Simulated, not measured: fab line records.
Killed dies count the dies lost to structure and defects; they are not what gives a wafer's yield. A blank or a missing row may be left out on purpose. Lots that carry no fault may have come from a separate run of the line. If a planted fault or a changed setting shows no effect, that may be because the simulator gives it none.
Which tool did it? | flow nand-harc | 37 wafers from 13 lots sampled at 5 of the route's 1302 steps

## WHAT EACH GAUGE READ, for each wafer
NHARC_P_STI_OVL_MEAS_10.
lot  | measured     | on         | overlay-x-nm (nm) | overlay-y-nm (nm)
L970 | day 3 06:18  | overlay-02 | 1 1 0             | 3 3 3
L971 | day 3 16:10  | overlay-02 | -5 -4 -4          | 4 4 4
L973 | day 4 11:20  | overlay-01 | 5 5 5             | 0 0 0
L975 | day 5 07:32  | overlay-01 | -5 -5 -5          | -4 -4 -5
L976 | day 5 16:03  | overlay-01 | 12 11             | 3 2
L978 | day 6 11:33  | overlay-02 | -6 -7             | 7 8
L984 | day 9 01:28  | overlay-02 | -11 -12 -12       | -5 -5 -4
L987 | day 10 06:42 | overlay-01 | -3 -3 -2          | 6 5 6
L988 | day 10 20:32 | overlay-01 | -11 -10 -10       | -6 -6 -6
L989 | day 11 06:59 | overlay-01 | -3 -3 -2          | -1 -1 -1
L990 | day 11 17:52 | overlay-01 | 0 0 -1            | 5 5 5
L991 | day 11 22:31 | overlay-01 | -13 -13 -13       | 12 12 12
L992 | day 12 08:16 | overlay-01 | -12 -12 -12       | 4 4 4

NHARC_END_SORT_01.
lot  | measured     | on        | killed-at-array | killed-at-other | killed-at-periphery | killed-dies | killed-open | killed-short
L987 | day 31 16:10 | prober-01 | 91 82 87        | 0 0 0           | 6 5 8               | 97 87 95    | 4 2 5       | 5 3 3

## WHAT TOOL EACH LOT RAN ON (gives the tool, then ch and the chambers of the sampled wafers, and finally the start)
lot  | NHARC_P_ZERO_WELL_SOFTBAKE_06     | NHARC_P_ZERO_WELL_DESCUM_13        | NHARC_P_STI_ETCH_42
L970 | litho-track-03 ch 0, day 2 06:00  | rie-diel-05 ch 1,2,3, day 2 07:25  | rie-diel-06 ch 0,1,2, day 3 06:34
L971 | litho-track-03 ch 0, day 2 16:00  | rie-diel-05 ch 1,2, day 2 17:24    | rie-diel-06 ch 1,2, day 3 16:26
L973 | litho-track-05 ch 0, day 3 12:00  | rie-diel-08 ch 1,2,3, day 3 13:26  | rie-diel-06 ch 0,1,3, day 4 11:35
L975 | litho-track-05 ch 0, day 4 08:00  | rie-diel-08 ch 0,1,2, day 4 09:25  | rie-diel-01 ch 1,2,3, day 5 07:48
L976 | litho-track-05 ch 0, day 4 18:00  | rie-diel-05 ch 0, day 4 19:17      | rie-diel-11 ch 0,2, day 5 16:20
L978 | litho-track-05 ch 0, day 5 14:00  | rie-diel-05 ch 3, day 5 15:17      | rie-diel-01 ch 1, day 6 11:49
L984 | litho-track-03 ch 0, day 8 02:00  | rie-diel-05 ch 0,3, day 8 03:24    | rie-diel-06 ch 0,3, day 9 01:44
L987 | litho-track-05 ch 0, day 9 08:00  | rie-diel-09 ch 0,1,2, day 9 09:24  | rie-diel-06 ch 1,2, day 10 06:58
L988 | litho-track-07 ch 0, day 9 18:00  | rie-diel-08 ch 0,2,3, day 9 19:25  | rie-diel-01 ch 0,3, day 10 20:47
L989 | litho-track-07 ch 0, day 10 04:00 | rie-diel-05 ch 0,1,2, day 10 05:31 | rie-diel-06 ch 0,3, day 11 07:14
L990 | litho-track-05 ch 0, day 10 14:00 | rie-diel-08 ch 1,3, day 10 17:59   | rie-diel-06 ch 0,2,3, day 11 18:08
L991 | litho-track-07 ch 0, day 11 00:00 | rie-diel-05 ch 0,1, day 11 01:18   | rie-diel-06 ch 1,2, day 11 22:52
L992 | litho-track-07 ch 0, day 11 10:00 | rie-diel-08 ch 2,3, day 11 11:41   | rie-diel-06 ch 0,1, day 12 08:31
- NHARC_P_ZERO_WELL_SOFTBAKE_06: time 70 s.
- NHARC_P_ZERO_WELL_DESCUM_13: chemistry O2, time 3 s.
- NHARC_P_STI_ETCH_42: etches the open film in N2/H2, target depth 80 nm, overetch 24 nm, time 61 s.

## WHAT THE TOOLS THEMSELVES READ (means of the sampled wafers that have a number; where no wafer has one, the mark that the record gives instead)
NHARC_P_ZERO_WELL_SOFTBAKE_06.
lot  | tool           | heater-power-total-W (W) | plate-temp-C (C)
L970 | litho-track-03 | 201.2                    | 124.76
L971 | litho-track-03 | 202.6                    | 125.10
L973 | litho-track-05 | 200.2                    | 124.88
L975 | litho-track-05 | 201.1                    | 125.07
L976 | litho-track-05 | 212.9                    | 125.08
L978 | litho-track-05 | 212.9                    | 124.81
L984 | litho-track-03 | 200.6                    | 125.00
L987 | litho-track-05 | 200.2                    | 124.95
L988 | litho-track-07 | 201.5                    | 124.93
L989 | litho-track-07 | 201.6                    | 125.02
L990 | litho-track-05 | 199.7                    | 125.16
L991 | litho-track-07 | 201.4                    | 125.06
L992 | litho-track-07 | 200.3                    | 125.23

NHARC_P_ZERO_WELL_DESCUM_13.
lot  | tool        | drypump-motor-current-A (A) | oes-product-au (a.u.) | rf-vpp-V (V) | showerhead-plenum-p-Torr (Torr) | throttle-valve-pct (%)
L970 | rie-diel-05 | 6.18                        | 0.994                 | 57.0         | 1.85                            | 11.319
L971 | rie-diel-05 | 6.10                        | 0.998                 | 56.3         | 1.87                            | 11.308
L973 | rie-diel-08 | 6.18                        | 0.994                 | 57.4         | 1.82                            | 11.313
L975 | rie-diel-08 | 6.24                        | 1.001                 | 56.9         | 1.84                            | 11.316
L976 | rie-diel-05 | 5.81                        | 0.998                 | 57.5         | 1.91                            | 11.311
L978 | rie-diel-05 | 6.39                        | 1.018                 | 57.0         | 1.80                            | 11.328
L984 | rie-diel-05 | 6.01                        | 0.995                 | 57.3         | 1.86                            | 11.316
L987 | rie-diel-09 | 6.08                        | 0.996                 | 58.0         | 1.91                            | 11.314
L988 | rie-diel-08 | 6.35                        | 1.011                 | 56.6         | 1.87                            | 11.309
L989 | rie-diel-05 | 6.00                        | 0.997                 | 57.3         | 1.87                            | 11.307
L990 | rie-diel-08 | 6.18                        | 1.004                 | 57.9         | 1.93                            | 11.310
L991 | rie-diel-05 | 6.00                        | 0.997                 | 57.8         | 1.89                            | 11.318
L992 | rie-diel-08 | 6.30                        | 1.004                 | 57.5         | 1.80                            | 11.316

NHARC_P_STI_ETCH_42.
lot  | tool        | drypump-motor-current-A (A) | oes-product-au (a.u.) | rf-vpp-V (V) | showerhead-plenum-p-Torr (Torr) | throttle-valve-pct (%)
L970 | rie-diel-06 | 5.72                        | 1.018                 | 430.9        | 2.08                            | 14.177
L971 | rie-diel-06 | 5.82                        | 1.016                 | 433.9        | 2.15                            | 14.163
L973 | rie-diel-06 | 5.57                        | 0.999                 | 429.9        | 2.05                            | 14.180
L975 | rie-diel-01 | 5.53                        | 1.001                 | 429.8        | 2.02                            | 14.173
L976 | rie-diel-11 | 5.40                        | 1.008                 | 430.4        | 2.03                            | 14.179
L978 | rie-diel-01 | 5.22                        | 0.998                 | 428.9        | 2.01                            | 14.165
L984 | rie-diel-06 | 5.49                        | 0.997                 | 428.8        | 1.98                            | 14.166
L987 | rie-diel-06 | 5.81                        | 1.007                 | 433.4        | 2.15                            | 14.172
L988 | rie-diel-01 | 5.87                        | 0.996                 | 430.9        | 2.04                            | 14.173
L989 | rie-diel-06 | 5.45                        | 1.010                 | 429.5        | 1.99                            | 14.172
L990 | rie-diel-06 | 5.58                        | 1.001                 | 430.3        | 2.02                            | 14.172
L991 | rie-diel-06 | 5.80                        | 1.007                 | 432.5        | 2.12                            | 14.167
L992 | rie-diel-06 | 5.62                        | 1.000                 | 430.5        | 2.03                            | 14.171

## THE ANSWER, worked out from the rows above alone
Rule: the usual values come from the lots themselves. Put in order of their means at a reading, lots are off if they are a third of the lots or fewer, leave a main group of 4 or more, and stand apart from it by a gap of 3 or more times the standard deviation of the main group's means; of several such gaps the widest counts. The tables above print the reading to a certain number of digits; a main group whose means all agree to those digits is not used. Also off: a lot with no number at a reading for which 4 or more lots have one. Where the step has rows for the other lots, those lots are counted as sound. After the gauges, taken in route order, come the tools' own readings; for these a lot's mean is taken, as printed above. The first step at which some lot is off is used, and at that step the reading that is off furthest; a lot without a number counts as furthest.
Off at NHARC_P_ZERO_WELL_SOFTBAKE_06 (heater-power-total-W): L976, L978. The main group: mean 200.9 W, standard deviation 0.8.
A tool fits if, at that step or a process step before it, it ran every lot that is off, and no sound lot after the first of them. No candidate that was tried fits.

## WHAT THE SIMULATOR HAD INSERTED
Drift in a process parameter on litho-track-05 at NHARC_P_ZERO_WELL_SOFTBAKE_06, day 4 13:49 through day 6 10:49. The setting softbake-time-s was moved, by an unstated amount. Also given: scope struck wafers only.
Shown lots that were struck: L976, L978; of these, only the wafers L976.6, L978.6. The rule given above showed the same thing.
